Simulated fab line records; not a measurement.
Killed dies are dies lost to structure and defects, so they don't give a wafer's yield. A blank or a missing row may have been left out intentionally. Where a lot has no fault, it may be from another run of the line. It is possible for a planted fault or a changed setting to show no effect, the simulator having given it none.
Chamber matching / flow n5-finfet / 3 sister chambers for N5_BEOL_M6_CURE_75 on uv-cure-03
The step cures SiCOH lowk, time 120 s. 3 wafers are shown with their chamber, then 10 later ones without.

WAFERS PAIRED WITH THEIR CHAMBERS
wafer=L084.5 chamber=0 wafer_temp_C_max=371.3
wafer=L086.6 chamber=1 wafer_temp_C_max=372.2
wafer=L092.4 chamber=2 wafer_temp_C_max=371.7

WAFERS WHOSE CHAMBER IS MISSING
wafer=L092.5 wafer_temp_C_max=374.1
wafer=L095.2 wafer_temp_C_max=371.3
wafer=L095.4 wafer_temp_C_max=371.2
wafer=L095.6 wafer_temp_C_max=371.2
wafer=L096.1 wafer_temp_C_max=371.3
wafer=L096.2 wafer_temp_C_max=371.1
wafer=L096.6 wafer_temp_C_max=371.2
wafer=L097.1 wafer_temp_C_max=371.8
wafer=L097.2 wafer_temp_C_max=371.6
wafer=L097.4 wafer_temp_C_max=371.5

THE CHAMBER EACH PASSED THROUGH
wafer=L092.5; from the rows above=can't be placed: 1 or 2 or 0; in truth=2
wafer=L095.2; from the rows above=can't be placed: 0 or 2 or 1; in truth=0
wafer=L095.4; from the rows above=can't be placed: 0 or 2 or 1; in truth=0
wafer=L095.6; from the rows above=can't be placed: 0 or 2 or 1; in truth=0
wafer=L096.1; from the rows above=can't be placed: 0 or 2 or 1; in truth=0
wafer=L096.2; from the rows above=can't be placed: 0 or 2 or 1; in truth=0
wafer=L096.6; from the rows above=can't be placed: 0 or 2 or 1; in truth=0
wafer=L097.1; from the rows above=can't be placed: 2 or 1 or 0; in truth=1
wafer=L097.2; from the rows above=can't be placed: 2 or 0 or 1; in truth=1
wafer=L097.4; from the rows above=can't be placed: 0 or 2 or 1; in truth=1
0 of 10 placed correctly. Unplaceable from these rows: 10, with the true chamber sitting among the candidates in 10. 0 placed wrongly.
How it was worked out, from the rows above alone: a wafer's distance from a chamber is the root of the sum, over the readings, of the square of ((its reading less the chamber's mean) divided by the reading's scatter). The wafer belongs to the nearest chamber; if the next one is less than 2 further off, it can't be placed. For every chamber, the mean is computed from those of its wafers that are shown. The scatter (one wafer shown for each chamber): square how far every hidden wafer sits from the nearest shown wafer, average those squares and take the square root.
